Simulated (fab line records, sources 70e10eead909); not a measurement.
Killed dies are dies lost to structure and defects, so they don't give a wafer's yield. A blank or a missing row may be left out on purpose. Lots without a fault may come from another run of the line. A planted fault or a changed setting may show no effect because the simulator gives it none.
fab line records | flow nand_harc
record lots=6 wafers=18 last_day=33
route steps=1302 shown P_GATE@136 END@1302
lots that met no fault: from a run of the same line without faults
start_h: hours from the record's first day to the start of the lot's first wafer shown | wait_h: hours since the lot's step before | " the same as in the row above | L1.1+2: a row that stands for several wafers | - no value, or no start given | * or withheld: withheld | < > ~ a bound
route shown NAME@n: a module of which the file shows steps, and the number in the route of the first | usual: mean/standard deviation of fault-free wafers | same: alike in all rows | chamber/n: place in a boat | sites: the reading at each site | _std_site: their standard deviation | _edge_site: outer sites' mean less inner sites' | radius_mm: how far each site lies from the wafer's centre | mask NAME#n: copy n | behind: the tool/chamber that last shaped the wafer | hold: why the lot was held/for how many hours/how that ended | device: the transistor (n, p or np) that didn't switch | end of line: the same wafers' tests at the end of the route | a step without rows: its recipe alone | killed: dies lost to structure and defects at the first sort, not the wafer's yield | map: a wafer's dies, x killed, . not, _ none there
set.NAME: the setting as run; set.NAME@STEP: as run at that earlier step | model.NAME: the simulator's own value behind a step, which no gauge read
lots at some steps of the route; a table a step, a row a wafer
services: from which hour (start_h, from the record's first day; less than 0 if before it) a tool's chamber was out of use, for how many hours, and why
## steps
# step NHARC_P_GATE_SOFTBAKE_21
# recipe temp_c=105 time_s=55
# step NHARC_P_GATE_EBR_22
# step NHARC_P_GATE_EXPOSE_23
# recipe na=1.35 target_cd_nm=120 dose_mj=93.91 mask_id=P_GATE
# step NHARC_P_GATE_PEB_24
# recipe peb_temp_c=100 peb_time_s=65
# step NHARC_P_GATE_DEVELOP_25
# recipe develop_time_s=35 dev_temp_c=23
# step NHARC_P_GATE_CD_MEAS_26
# recipe target_cd_nm=120 landing_energy_ev=500
# usual cd_nm=120.1/0.62
# columns lot.wafer tool chamber start_h wait_h cd_nm
L353.1 cd_sem-01 0 167.85 - 120.3
L353.4 " 0 " " 120.3
L353.5 " 0 " " 119.5
L355.3 cd_sem-03 0 181.36 - 119.8
L355.4 " 0 " " 118.9
L355.5 " 0 " " 120.3
L359.1 cd_sem-02 0 228.78 - 118.8
L359.2 " 0 " " 119.4
L359.6 " 0 " " 119.1
L360.1 cd_sem-02 0 242.66 - 120.1
L360.3 " 0 " " 120.0
L360.5 " 0 " " 120.4
L361.2 cd_sem-01 0 243.15 - 120.3
L361.3 " 0 " " 120.4
L361.6 " 0 " " 119.6
L369.4 cd_sem-03 0 333.15 - 119.9
L369.5 " 0 " " 120.0
L369.6 " 0 " " 121.2
# step NHARC_P_GATE_OVL_MEAS_27
# usual overlay_x_nm=0.1/0.7 overlay_y_nm=0.2/0.86
# columns lot.wafer tool chamber start_h wait_h overlay_x_nm overlay_y_nm
L353.1 overlay-02 - 167.94 - -0.3 -0.5
L353.4 " - " " 0.5 -0.2
L353.5 " - " " 0.3 0.0
L355.3 overlay-01 - 181.44 - -0.2 0.6
L355.4 " - " " -0.6 1.0
L355.5 " - " " -0.6 0.8
L359.1 overlay-01 - 228.87 - 0.3 -0.5
L359.2 " - " " 0.7 -0.8
L359.6 " - " " 0.4 -0.9
L360.1 overlay-02 - 242.75 - 0.3 -0.2
L360.3 " - " " 0.8 -0.3
L360.5 " - " " -0.3 0.3
L361.2 overlay-02 - 243.24 - 0.7 0.6
L361.3 " - " " 0.3 -0.5
L361.6 " - " " -0.1 0.0
L369.4 overlay-02 - 333.23 - 0.2 0.2
L369.5 " - " " 0.1 0.1
L369.6 " - " " 0.6 -0.1
# step NHARC_P_GATE_INSPECT_28
# usual raw_defect_count=6.5/3
# columns lot.wafer tool chamber start_h wait_h raw_defect_count
L353.1 defect_inspect-02 - 167.97 0.0 9
L353.4 " - " " 9
L353.5 " - " " 9
L355.3 defect_inspect-01 - 181.48 0.0 9
L355.4 " - " " 6
L355.5 " - " " 9
L359.1 defect_inspect-01 - 228.91 0.0 11
L359.2 " - " " 4
L359.6 " - " " 6
L360.1 defect_inspect-01 - 242.78 0.0 3
L360.3 " - " " 5
L360.5 " - " " 10
L361.2 defect_inspect-01 - 243.27 0.0 7
L361.3 " - " " 7
L361.6 " - " " 5
L369.4 defect_inspect-01 - 333.26 0.0 5
L369.5 " - " " 12
L369.6 " - " " 4
# step NHARC_P_GATE_DESCUM_31
# recipe time_s=3 o2_flow_sccm=200 ar_flow_sccm=0 bias_power_w=0 chemistry=O2
# usual drypump_motor_current_A=5.7/0.56 oes_product_au=0.999/0.012 rf_vpp_V=57.7/0.9 showerhead_plenum_p_Torr=1.91/0.092 throttle_valve_pct=11.311/0.0091
# same bias_power_w=0
# columns lot.wafer tool chamber start_h wait_h drypump_motor_current_A oes_product_au rf_hours_counter_h rf_vpp_V showerhead_plenum_p_Torr throttle_valve_pct
L353.4 rie_diel-02 3 168.04 0.1 4.8 0.995 6.4 58.0 1.80 11.294
L353.1 " 0 " " 5.9 1.004 6.5 58.6 2.06 11.309
L353.5 " 2 " " 5.8 1.008 - 56.7 1.88 11.321
L355.3 rie_diel-03 1 181.56 0.1 5.2 1.002 2.5 58.2 1.82 11.293
L355.4 " 2 " " 6.4 1.008 2.4 59.1 1.83 11.319
L355.5 " 0 " " 5.5 0.994 - 58.5 1.90 11.309
L359.2 rie_diel-03 0 228.97 0.1 5.6 0.990 4.4 57.5 1.90 11.316
L359.1 " 2 " " 6.4 1.002 4.5 57.6 1.83 11.321
L359.6 " 1 " " 5.3 0.999 - 57.4 1.82 11.316
L360.1 rie_diel-03 1 242.84 0.1 5.2 0.995 5.6 56.9 1.82 11.315
L360.3 " 0 " " 5.5 0.994 5.9 56.8 1.90 11.310
L360.5 " 2 " " 6.4 0.998 - 56.6 1.83 11.304
L361.2 rie_diel-12 3 243.35 0.1 5.7 1.024 7.8 56.0 1.91 11.316
L361.3 " 0 " " 6.7 0.992 7.3 58.2 2.02 11.315
L361.6 " 2 " " 6.1 0.991 - 57.9 2.03 11.313
L369.4 rie_diel-12 2 333.32 0.1 6.1 1.026 2.5 58.2 2.03 11.298
L369.5 " 2 " " 6.1 1.006 - 57.0 2.03 11.295
L369.6 " 3 " " 5.7 1.018 - 57.3 1.91 11.311
# step NHARC_P_GATE_ETCH_104
# recipe target_depth_a=600 time_s=withheld cf4_flow_sccm=100 chf3_flow_sccm=30 ar_flow_sccm=0 rf_w=500 bias_w=200 chemistry=CF4/CHF3
# usual bias_w=199.9/0.6 cf4_flow_sccm=100.0/0.32 drypump_motor_current_A=5.7/0.56 oes_product_au=0.950/0.027 rf_vpp_V=370.4/2.4 showerhead_plenum_p_Torr=1.57/0.07 throttle_valve_pct=16.803/0.0088
# columns lot.wafer tool chamber start_h wait_h bias_w cf4_flow_sccm drypump_motor_current_A oes_product_au rf_vpp_V showerhead_plenum_p_Torr throttle_valve_pct
L353.4 rie_diel-02 2 168.13 0.1 200.1 99.6 5.8 0.919 368.8 1.55 16.810
L353.1 " 3 " " 199.5 100.2 4.8 0.912 367.7 1.49 16.799
L353.5 " 1 " " 199.2 100.3 4.8 0.906 367.6 1.50 16.797
L355.4 rie_diel-03 2 181.63 0.1 200.2 99.8 6.4 0.976 368.0 1.51 16.805
L355.3 " 1 " " 201.7 99.9 5.3 0.984 367.7 1.50 16.801
L355.5 " 2 " " 200.4 100.4 6.4 0.982 367.7 1.51 16.810
L359.2 rie_diel-03 2 229.06 0.1 200.6 99.8 6.4 0.996 369.3 1.50 16.807
L359.1 " 0 " " 200.6 100.4 5.5 0.964 370.6 1.56 16.793
L359.6 " 2 " " 200.9 100.5 6.4 0.985 368.4 1.51 16.811
L360.1 rie_diel-03 2 242.93 0.1 199.8 100.0 6.4 0.929 368.8 1.50 16.803
L360.3 " 3 " " 199.0 100.5 5.0 0.933 367.8 1.49 16.813
L360.5 " 2 " " 199.1 100.0 6.4 0.929 369.9 1.51 16.800
L361.3 rie_diel-12 2 243.42 0.1 200.1 99.9 6.1 0.956 373.0 1.66 16.804
L361.2 " 3 " " 199.3 99.9 5.7 1.002 370.4 1.57 16.799
L361.6 " 2 " " 199.8 99.6 6.2 0.965 374.3 1.66 16.802
L369.4 rie_diel-12 2 333.42 0.1 199.6 100.1 6.1 0.961 373.5 1.66 16.792
L369.6 " 0 " " 201.1 99.7 6.6 0.953 373.2 1.65 16.803
L369.5 " 1 " " 200.3 100.2 5.8 0.944 367.2 1.52 16.794
# step NHARC_P_GATE_HM_OPEN_105
# recipe target_depth_a=3600 o2_flow_sccm=400 cos_flow_sccm=20 ar_flow_sccm=0 rf_w=500 bias_w=300 chemistry=O2/COS
# usual drypump_motor_current_A=5.7/0.57 oes_product_au=0.999/0.013 rf_vpp_V=467/3.1 showerhead_plenum_p_Torr=3.11/0.14 throttle_valve_pct=28.330/0.0086
# columns lot.wafer tool chamber start_h wait_h drypump_motor_current_A oes_product_au rf_hours_counter_h rf_vpp_V showerhead_plenum_p_Torr throttle_valve_pct
L353.4 rie_diel-02 1 - - 4.8 0.988 7.2 463 2.98 28.336
L353.1 " 2 " " 5.8 1.003 7.0 467 3.07 28.323
L353.5 " 1 " " 4.8 0.987 - 465 2.98 28.322
L355.3 rie_diel-03 3 - - 5.0 1.015 2.7 463 2.96 28.326
L355.4 " 0 " " 5.5 0.993 2.8 467 3.10 28.348
L355.5 " 3 " " 5.0 1.008 - 463 2.96 28.341
L359.1 rie_diel-03 0 - - 5.5 0.997 4.4 467 3.10 28.325
L359.2 " 1 " " 5.3 1.008 4.1 464 2.98 28.323
L359.6 " 3 " " 5.0 1.004 - 463 2.96 28.324
L360.1 rie_diel-03 3 - - 5.0 1.002 5.7 464 2.96 28.333
L360.3 " 0 " " 5.5 1.003 5.9 468 3.10 28.320
L360.5 " 0 " " 5.5 0.996 - 466 3.10 28.333
L361.3 rie_diel-12 1 - - 5.8 0.984 8.7 466 3.01 28.328
L361.2 " 0 " " 6.7 0.977 7.3 470 3.28 28.331
L361.6 " 1 " " 5.8 0.980 - 466 3.01 28.338
L369.4 rie_diel-12 1 - - 5.8 0.997 2.2 466 3.01 28.327
L369.5 " 1 " " 5.8 0.982 - 464 3.01 28.335
L369.6 " 2 " " 6.2 1.014 - 471 3.30 28.331
# step NHARC_P_GATE_STRIP_106
# recipe o2_flow_sccm=400 cos_flow_sccm=20 ar_flow_sccm=0 bias_w=0 chemistry=O2/COS
# step NHARC_P_GATE_ETCH_114
# recipe target_depth_a=300 overetch_a=30 time_s=16.5 ion_energy_ev=100 cf4_flow_sccm=80 o2_flow_sccm=20 ar_flow_sccm=0 rf_w=300 bias_w=100 chemistry=CF4/O2
# usual bias_w=100.0/0.33 cf4_flow_sccm=80.00/0.23 drypump_motor_current_A=5.7/0.56 oes_product_au=0.998/0.013 rf_vpp_V=197.7/1.5 showerhead_plenum_p_Torr=1.33/0.062 throttle_valve_pct=13.398/0.0092
# columns lot.wafer tool chamber start_h wait_h bias_w cf4_flow_sccm drypump_motor_current_A oes_product_au rf_hours_counter_h rf_vpp_V showerhead_plenum_p_Torr throttle_valve_pct
L353.1 rie_diel-02 2 168 - 100.2 79.83 5.8 1.019 7.1 198.5 1.31 13.412
L353.4 " 0 " " 99.7 80.74 5.9 0.994 6.6 200.4 1.44 13.395
L353.5 " 3 " " 100.5 80.01 4.8 0.989 - 195.3 1.26 13.383
L355.4 rie_diel-03 0 181 - 100.1 80.12 5.5 0.991 2.8 196.9 1.33 13.409
L355.3 " 1 " " 100.2 79.95 5.3 1.004 2.5 196.5 1.27 13.400
L355.5 " 3 " " 100.1 79.96 5.0 1.010 - 197.0 1.26 13.398
L359.2 rie_diel-03 0 229 - - - - - - - - -
L359.1 " 1 " " - - - - - - - -
L359.6 " 3 " " - - - - - - - -
L360.3 rie_diel-03 0 243 - - - - - - - - -
L360.1 " 1 " " - - - - - - - -
L360.5 " 3 " " - - - - - - - -
L361.3 rie_diel-12 0 243 - 100.0 79.93 6.6 0.987 7.3 198.7 1.41 13.400
L361.2 " 1 " " 100.5 80.20 5.8 1.004 8.7 196.1 1.29 13.398
L361.6 " 1 " " 99.9 80.30 5.8 0.997 - 196.4 1.29 13.385
L369.4 rie_diel-12 1 333 - 100.1 80.37 5.8 1.004 2.2 197.2 1.29 13.427
L369.5 " 0 " " 100.0 80.12 6.6 0.992 - 200.9 1.40 13.376
L369.6 " 1 " " 99.8 80.04 5.8 1.001 - 197.1 1.29 13.387
# step NHARC_P_GATE_ETCH_32
# recipe target_depth_a=1500 over_etch_frac=1 over_etch_ion_energy_ev=40 time_s=100.1 hbr_flow_sccm=150 cl2_flow_sccm=50 rf_w=400 icp_w=400 bias_w=100 chemistry=HBr/Cl2
# usual bias_w=100.0/0.31 chamber_pressure_mTorr=15.000/0.015 drypump_motor_current_A=5.8/0.42 hbr_flow_sccm=150.0/0.49 oes_product_au=0.999/0.012 throttle_valve_pct=26.407/0.0089
# columns lot.wafer tool chamber start_h wait_h bias_w chamber_pressure_mTorr drypump_motor_current_A hbr_flow_sccm oes_product_au rf_hours_counter_h throttle_valve_pct
L353.1 rie_si-06 2 168.50 - 100.1 14.991 6.0 150.8 1.005 0.7 26.413
L353.4 " 0 " " 100.3 15.016 6.3 150.2 0.993 0.5 26.416
L353.5 " 2 " " 100.2 14.985 6.0 150.7 1.002 - 26.413
L355.3 rie_si-06 2 182.00 - 99.9 14.995 6.0 150.2 0.996 0.8 26.417
L355.4 " 0 " " 99.6 14.971 6.4 150.7 0.997 0.6 26.412
L355.5 " 3 " " 100.1 15.021 5.7 150.0 0.987 - 26.405
L359.2 rie_si-06 0 229.46 - 99.8 15.008 6.3 150.3 0.997 0.9 26.391
L359.1 " 1 " " 100.2 14.974 5.9 149.6 0.998 1.1 26.405
L359.6 " 2 " " 99.7 14.993 6.0 150.6 1.010 - 26.406
L360.1 rie_si-05 1 243.33 - 99.8 15.020 6.0 149.9 0.984 0.6 26.408
L360.3 " 2 " " 99.7 14.992 5.6 150.1 0.998 0.7 26.406
L360.5 " 3 " " 100.1 14.990 5.0 149.4 1.007 - 26.402
L361.3 rie_si-06 3 243.79 - 99.7 15.010 5.7 150.1 0.996 1.3 26.413
L361.2 " 0 " " 100.0 15.053 6.3 149.8 0.995 1.0 26.401
L361.6 " 3 " " 99.8 14.993 5.7 149.7 0.992 - 26.416
L369.4 rie_si-05 3 333.82 - 100.2 14.995 4.9 150.1 1.005 0.1 26.419
L369.6 " 1 " " 100.4 15.006 6.0 149.9 0.995 - 26.404
L369.5 " 2 " " 99.4 14.995 5.6 150.1 1.010 - 26.417
# step NHARC_END_SORT_01
# recipe temp_c=25
# usual killed_at_array=52/16 killed_at_other=0.8/0.98 killed_at_periphery=4.2/2.9 killed_dies=57/16 killed_open=3.3/1.9 killed_short=2.5/1.5
# same gross_dies=677
# columns lot.wafer tool chamber start_h wait_h hold killed_at_array killed_at_other killed_at_periphery killed_dies killed_open killed_short
L353.1 prober-01 0 624.73 2.5 - 93 0 1 94 3 0
L353.4 prober-01 0 627.15 3.4 - 81 0 3 84 4 1
L353.5 prober-01 0 627.95 3.7 - 69 0 2 71 2 1
L355.3 prober-02 0 641.67 3.1 - 54 1 0 55 3 3
L355.4 prober-02 0 642.47 3.4 - 59 3 1 63 2 1
L355.5 prober-02 0 643.26 3.7 - 52 2 2 56 3 3
L360.1 prober-01 0 694.24 2.5 await_dispo/5.8h/scrap 49 2 626 677 2 3
L360.3 prober-01 0 695.83 3.1 await_dispo/5.8h/scrap 44 0 633 677 2 3
L360.5 prober-01 0 697.42 3.7 await_dispo/5.8h/scrap 55 1 621 677 2 1
L361.2 prober-02 0 695.10 2.8 - 37 0 3 40 4 1
L361.3 prober-02 0 695.89 3.1 - 40 1 2 43 2 2
L361.6 prober-02 0 698.28 4.0 - 49 1 1 51 2 1
L359.1 prober-01 0 702.00 2.5 await_dispo/3.4h/scrap 66 0 611 677 5 0
L359.2 prober-01 0 702.81 2.8 await_dispo/3.4h/scrap 62 1 614 677 6 4
L359.6 prober-01 0 706.06 4.1 await_dispo/3.4h/scrap 64 0 613 677 5 3
L369.4 prober-01 0 797.83 3.4 - 67 0 4 71 0 0
L369.5 prober-01 0 798.64 3.7 - 64 0 8 72 6 3
L369.6 prober-01 0 799.44 4.0 - 45 0 2 47 0 2
# killed by level:class
L353.1 A_SLIT:chamber_film_flake=38 A_CHANNEL_HOLE_D1:chamber_film_flake=32 A_CHANNEL_HOLE_D2:chamber_film_flake=11 A_STAIRCASE:chamber_film_flake=3 A_WL_FILL:geometric_particle:open=2 A_M0:geometric_particle:open=1 P_STI:chamber_film_flake=1 A_ZERO_WELL:chamber_film_flake=1
L353.4 A_SLIT:chamber_film_flake=29 A_CHANNEL_HOLE_D1:chamber_film_flake=23 A_CHANNEL_HOLE_D2:chamber_film_flake=11 A_WL_FILL:chamber_film_flake=6 A_M0:chamber_film_flake=4 A_CONTACT:chamber_film_flake=3 A_CHANNEL_FILL_D1:chamber_film_flake=2 P_STI:geometric_particle:open=1
L353.5 A_SLIT:chamber_film_flake=29 A_CHANNEL_HOLE_D1:chamber_film_flake=19 A_CHANNEL_HOLE_D2:chamber_film_flake=13 P_ZERO_WELL:chamber_film_flake=2 A_WL_FILL:chamber_film_flake=2 A_CONTACT:chamber_film_flake=2 A_CHANNEL_HOLE_D1:geometric_particle:short=1 A_CONTACT:geometric_particle:open=1
L355.3 A_CHANNEL_HOLE_D1:chamber_film_flake=32 A_CHANNEL_HOLE_D2:chamber_film_flake=9 A_STAIRCASE:chamber_film_flake=4 A_CHANNEL_FILL_D1:chamber_film_flake=2 A_WL_FILL:chamber_film_flake=2 A_CHANNEL_HOLE_D1:geometric_particle:short=1 A_CHANNEL_FILL_D1:geometric_particle:open=1 A_CHANNEL_HOLE_D2:geometric_particle:short=1
L355.4 A_CHANNEL_HOLE_D2:chamber_film_flake=24 A_CHANNEL_HOLE_D1:chamber_film_flake=23 A_STAIRCASE:chamber_film_flake=4 THIN_TSV:chamber_film_flake=3 A_WL_FILL:chamber_film_flake=2 A_CHANNEL_FILL_D1:geometric_particle:short=1 A_ONON_D2:geometric_particle:open=1 A_M1:geometric_particle:open=1
L355.5 A_CHANNEL_HOLE_D1:chamber_film_flake=28 A_CHANNEL_HOLE_D2:chamber_film_flake=13 A_STAIRCASE:chamber_film_flake=3 A_ONON_D1:geometric_particle:open=2 A_WL_FILL:geometric_particle:short=2 A_ZERO_WELL:chamber_film_flake=2 THIN_TSV:chamber_film_flake=2 P_GATE:geometric_particle:open=1
L360.1 P_GATE:area_etch=624 A_CHANNEL_HOLE_D1:chamber_film_flake=33 A_STAIRCASE:chamber_film_flake=4 A_SLIT:chamber_film_flake=3 THIN_TSV:chamber_film_flake=2 A_ONON_D2:geometric_particle:open=1 A_ONON_D2:geometric_particle:short=1 A_CHANNEL_FILL_D2:geometric_particle:short=1
L361.2 A_SLIT:chamber_film_flake=21 A_CHANNEL_HOLE_D1:chamber_film_flake=4 A_STAIRCASE:chamber_film_flake=3 A_CONTACT:chamber_film_flake=2 A_CHANNEL_FILL_D1:geometric_particle:open=1 A_DECK1_JOINT:geometric_particle:open=1 A_ONON_D2:geometric_particle:short=1 A_SGD_CUT:geometric_particle:open=1
L360.3 P_GATE:area_etch=631 A_CHANNEL_HOLE_D1:chamber_film_flake=25 A_STAIRCASE:chamber_film_flake=5 A_CONTACT:chamber_film_flake=4 A_SLIT:chamber_film_flake=3 A_WL_FILL:geometric_particle:short=2 A_SOURCE_PLATE:geometric_particle:short=1 A_ONON_D1:geometric_particle:open=1
L361.3 A_SLIT:chamber_film_flake=22 A_CHANNEL_HOLE_D1:chamber_film_flake=5 A_STAIRCASE:chamber_film_flake=4 A_CONTACT:chamber_film_flake=4 A_CHANNEL_FILL_D2:geometric_particle:short=2 A_M0:geometric_particle:open=2 P_GATE:chamber_film_flake=1 P_BONDPAD:chamber_film_flake=1
L360.5 P_GATE:area_etch=619 A_CHANNEL_HOLE_D1:chamber_film_flake=31 A_STAIRCASE:chamber_film_flake=8 A_SLIT:chamber_film_flake=7 A_CONTACT:chamber_film_flake=3 A_WL_FILL:chamber_film_flake=2 A_WL_FILL:geometric_particle:short=1 A_M1:geometric_particle:open=1
L361.6 A_SLIT:chamber_film_flake=20 A_CHANNEL_HOLE_D1:chamber_film_flake=11 A_CONTACT:chamber_film_flake=9 A_ZERO_WELL:chamber_film_flake=3 A_STAIRCASE:chamber_film_flake=2 A_ONON_D2:geometric_particle:open=1 A_CHANNEL_FILL_D2:geometric_particle:open=1 A_CHANNEL_FILL_D2:geometric_particle:short=1
L359.1 P_GATE:area_etch=604 A_SLIT:chamber_film_flake=28 A_CHANNEL_HOLE_D2:chamber_film_flake=26 A_STAIRCASE:chamber_film_flake=5 P_ZERO_WELL:chamber_film_flake=3 P_CONTACT:chamber_film_flake=3 A_CHANNEL_HOLE_D1:chamber_film_flake=2 A_M0:geometric_particle:open=2
L359.2 P_GATE:area_etch=610 A_SLIT:chamber_film_flake=33 A_CHANNEL_HOLE_D2:chamber_film_flake=16 A_CHANNEL_HOLE_D1:chamber_film_flake=3 A_CHANNEL_FILL_D1:geometric_particle:open=2 A_STAIRCASE:chamber_film_flake=2 P_M1:geometric_particle:open=1 P_M2:geometric_particle:open=1
L359.6 P_GATE:area_etch=611 A_SLIT:chamber_film_flake=30 A_CHANNEL_HOLE_D2:chamber_film_flake=16 A_STAIRCASE:chamber_film_flake=7 A_CHANNEL_HOLE_D1:chamber_film_flake=4 P_M0:geometric_particle:open=1 A_CHANNEL_FILL_D2:geometric_particle:open=1 A_CHANNEL_FILL_D2:geometric_particle:short=1
L369.4 A_SLIT:chamber_film_flake=40 A_CHANNEL_HOLE_D1:chamber_film_flake=14 A_CONTACT:chamber_film_flake=6 A_CHANNEL_FILL_D1:chamber_film_flake=3 P_ZERO_WELL:chamber_film_flake=2 P_GATE:chamber_film_flake=2 A_CHANNEL_FILL_D2:chamber_film_flake=2 A_ZERO_WELL:chamber_film_flake=1
L369.5 A_SLIT:chamber_film_flake=29 A_CHANNEL_HOLE_D1:chamber_film_flake=13 A_CONTACT:chamber_film_flake=8 P_ZERO_WELL:chamber_film_flake=5 A_CHANNEL_FILL_D2:chamber_film_flake=4 A_CHANNEL_FILL_D2:geometric_particle:open=2 P_M0:geometric_particle:open=1 P_M0:geometric_particle:short=1
L369.6 A_SLIT:chamber_film_flake=22 A_CHANNEL_HOLE_D1:chamber_film_flake=9 A_CONTACT:chamber_film_flake=7 A_WL_FILL:geometric_particle:short=2 A_CHANNEL_FILL_D2:chamber_film_flake=2 A_STAIRCASE:chamber_film_flake=2 P_ZERO_WELL:chamber_film_flake=1 P_GATE:chamber_film_flake=1
# map L359.1 (x killed, . not)
____________x____________
_________xxxxxxx_________
_______xxxxxxxxxxx_______
______xxxxxxxxxxxxx______
_____xxxxxxxxxxxxxxx_____
____xxxxxxxxxxxxxxxxx____
____xxxxxxxxxxxxxxxxx____
___xxxxxxxxxxxxxxxxxxx___
___xxxxxxxxxxxxxxxxxxx___
__xxxxxxxxxxxxxxxxxxxxx__
__xxxxxxxxxxxxxxxxxxxxx__
_xxxxxxxxxxxxxxxxxxxxxxx_
_xxxxxxxxxxxxxxxxxxxxxxx_
_xxxxxxxxxxxxxxxxxxxxxxx_
_xxxxxxxxxxxxxxxxxxxxxxx_
_xxxxxxxxxxxxxxxxxxxxxxx_
xxxxxxxxxxxxxxxxxxxxxxxxx
xxxxxxxxxxxxxxxxxxxxxxxxx
xxxxxxxxxxxxxxxxxxxxxxxxx
xxxxxxxxxxxxxxxxxxxxxxxxx
xxxxxxxxxxxxxxxxxxxxxxxxx
_xxxxxxxxxxxxxxxxxxxxxxx_
_xxxxxxxxxxxxxxxxxxxxxxx_
_xxxxxxxxxxxxxxxxxxxxxxx_
_xxxxxxxxxxxxxxxxxxxxxxx_
_xxxxxxxxxxxxxxxxxxxxxxx_
__xxxxxxxxxxxxxxxxxxxxx__
__xxxxxxxxxxxxxxxxxxxxx__
___xxxxxxxxxxxxxxxxxxx___
___xxxxxxxxxxxxxxxxxxx___
____xxxxxxxxxxxxxxxxx____
____xxxxxxxxxxxxxxxxx____
_____xxxxxxxxxxxxxxx_____
______xxxxxxxxxxxxx______
_______xxxxxxxxxxx_______
_________xxxxxxx_________
____________x____________
# map L360.1 (x killed, . not)
____________x____________
_________xxxxxxx_________
_______xxxxxxxxxxx_______
______xxxxxxxxxxxxx______
_____xxxxxxxxxxxxxxx_____
____xxxxxxxxxxxxxxxxx____
____xxxxxxxxxxxxxxxxx____
___xxxxxxxxxxxxxxxxxxx___
___xxxxxxxxxxxxxxxxxxx___
__xxxxxxxxxxxxxxxxxxxxx__
__xxxxxxxxxxxxxxxxxxxxx__
_xxxxxxxxxxxxxxxxxxxxxxx_
_xxxxxxxxxxxxxxxxxxxxxxx_
_xxxxxxxxxxxxxxxxxxxxxxx_
_xxxxxxxxxxxxxxxxxxxxxxx_
_xxxxxxxxxxxxxxxxxxxxxxx_
xxxxxxxxxxxxxxxxxxxxxxxxx
xxxxxxxxxxxxxxxxxxxxxxxxx
xxxxxxxxxxxxxxxxxxxxxxxxx
xxxxxxxxxxxxxxxxxxxxxxxxx
xxxxxxxxxxxxxxxxxxxxxxxxx
_xxxxxxxxxxxxxxxxxxxxxxx_
_xxxxxxxxxxxxxxxxxxxxxxx_
_xxxxxxxxxxxxxxxxxxxxxxx_
_xxxxxxxxxxxxxxxxxxxxxxx_
_xxxxxxxxxxxxxxxxxxxxxxx_
__xxxxxxxxxxxxxxxxxxxxx__
__xxxxxxxxxxxxxxxxxxxxx__
___xxxxxxxxxxxxxxxxxxx___
___xxxxxxxxxxxxxxxxxxx___
____xxxxxxxxxxxxxxxxx____
____xxxxxxxxxxxxxxxxx____
_____xxxxxxxxxxxxxxx_____
______xxxxxxxxxxxxx______
_______xxxxxxxxxxx_______
_________xxxxxxx_________
____________x____________
## services
# columns tool chamber start_h hours kind
rie_si-05 1 152.48 14.1 repair
rie_diel-03 0 162.30 - clean
rie_diel-03 1 162.30 - clean
rie_diel-03 2 162.30 - clean
rie_diel-03 3 162.30 - clean
rie_diel-03 0 186.80 - clean
rie_diel-03 1 186.80 - clean
rie_diel-03 2 186.80 - clean
rie_diel-03 3 186.80 - clean
rie_diel-03 0 211.42 - clean
rie_diel-03 1 211.42 - clean
rie_diel-03 2 211.42 - clean
rie_diel-03 3 211.42 - clean
rie_diel-02 - 216.70 9.0 pm
rie_diel-12 3 236.02 4.3 repair
rie_si-06 - 249.00 9.0 pm
rie_diel-03 0 265.73 15.7 repair
rie_diel-12 2 266.34 1.9 repair
rie_diel-12 - 268.40 9.0 pm
rie_diel-03 2 277.80 8.3 repair
rie_diel-03 - 281.30 9.0 pm
rie_si-05 - 305.04 9.0 pm
rie_diel-02 3 313.96 6.5 repair
rie_si-06 1 316.74 3.5 repair
## key
first_sign step=NHARC_P_GATE_ETCH_114 reading=tool_record direction=missing
effect step=NHARC_END_SORT_01 reading=killed_at_periphery direction=up sigmas=99+ usual=4.2 struck=619.7
more_kills_born_at NHARC_P_GATE_ETCH_114@rie_diel-03=3699
met_at NHARC_P_GATE_ETCH_114
struck_wafers L359.1,L359.2,L359.6,L360.1,L360.3,L360.5
later_rows_left_out L359.1,L359.2,L359.6,L360.1,L360.3,L360.5
tester_left_out L359,L360
onset_between 181 229
fault kind=skipped_step_whole tool=rie_diel-03 chamber=- onset_h=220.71 steps=NHARC_P_GATE_ETCH_114 scope=struck_lots_only
# tester_left_out: of these lots the tester's yield and bins aren't shown, on N5 and GAA mostly nor the transistor test; their killed dies are dies lost to structure and defects alone, not to doping, threshold or leakage, so they don't give the yield
# later_rows_left_out: the simulator's readings of these wafers behind a module that went badly wrong aren't trusted and aren't shown, but for the sort
